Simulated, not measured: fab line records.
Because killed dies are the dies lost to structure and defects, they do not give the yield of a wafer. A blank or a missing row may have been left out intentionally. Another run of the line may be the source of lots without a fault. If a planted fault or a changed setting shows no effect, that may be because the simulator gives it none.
Chamber matching + flow nand harc + NHARC_A_CHANNEL_FILL_D2_ALD_16 on ald hk-01 has 4 sister chambers
The step deposits SiO2, target thk 1.5 nm, pulse time 10 s, ald cycles 15. 8 wafers are shown with their chamber, then 9 later ones without.

== EACH WAFER AND ITS CHAMBER ==
| wafer  | chamber | heater power w (W) | precursor pulse height rel |
|--------|---------|--------------------|----------------------------|
| L092.2 | 2       | 454                | 1.017                      |
| L092.4 | 0       | 458                | 1.016                      |
| L094.1 | 3       | 433                | 1.013                      |
| L094.4 | 1       | 511                | 1.011                      |
| L094.5 | 1       | 523                | 1.012                      |
| L097.2 | 3       | 425                | 0.978                      |
| L097.3 | 2       | 473                | 1.019                      |
| L097.4 | 0       | 467                | 0.992                      |

== WAFERS WITH NO CHAMBER GIVEN ==
| wafer  | heater power w (W) | precursor pulse height rel |
|--------|--------------------|----------------------------|
| L097.1 | 514                | 0.998                      |
| L097.5 | 462                | 1.022                      |
| L097.6 | 531                | 1.000                      |
| L096.1 | 463                | 1.002                      |
| L096.2 | 522                | 1.007                      |
| L096.3 | 456                | 1.011                      |
| L096.4 | 434                | 0.991                      |
| L096.5 | 517                | 0.995                      |
| L096.6 | 467                | 0.971                      |

== WHICH CHAMBER EACH WENT THROUGH ==
| wafer  | from the rows above     | in truth |
|--------|-------------------------|----------|
| L097.1 | 1                       | 1        |
| L097.5 | can't be placed: 2 or 0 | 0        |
| L097.6 | 1                       | 1        |
| L096.1 | can't be placed: 0 or 2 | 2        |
| L096.2 | 1                       | 1        |
| L096.3 | can't be placed: 0 or 2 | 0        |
| L096.4 | 3                       | 3        |
| L096.5 | 1                       | 1        |
| L096.6 | can't be placed: 0 or 2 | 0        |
Placed correctly: 5 of 9. Cannot be placed on the basis of these rows: 4; the candidates contain the true chamber in 4. Number placed wrongly: 0.
How it was worked out, from the rows above alone: a wafer's distance from a chamber is the root of the sum, over the readings, of the square of ((its reading less the chamber's mean) divided by the reading's scatter). If the next closest chamber is less than 2 further off than the closest, the wafer can't be placed; otherwise it belongs to the closest. The mean given for a chamber averages the wafers shown for that chamber. The scatter is the square root of a quotient: the sum, over the shown wafers, of each reading's squared deviation from its chamber's mean, divided by wafers minus chambers.
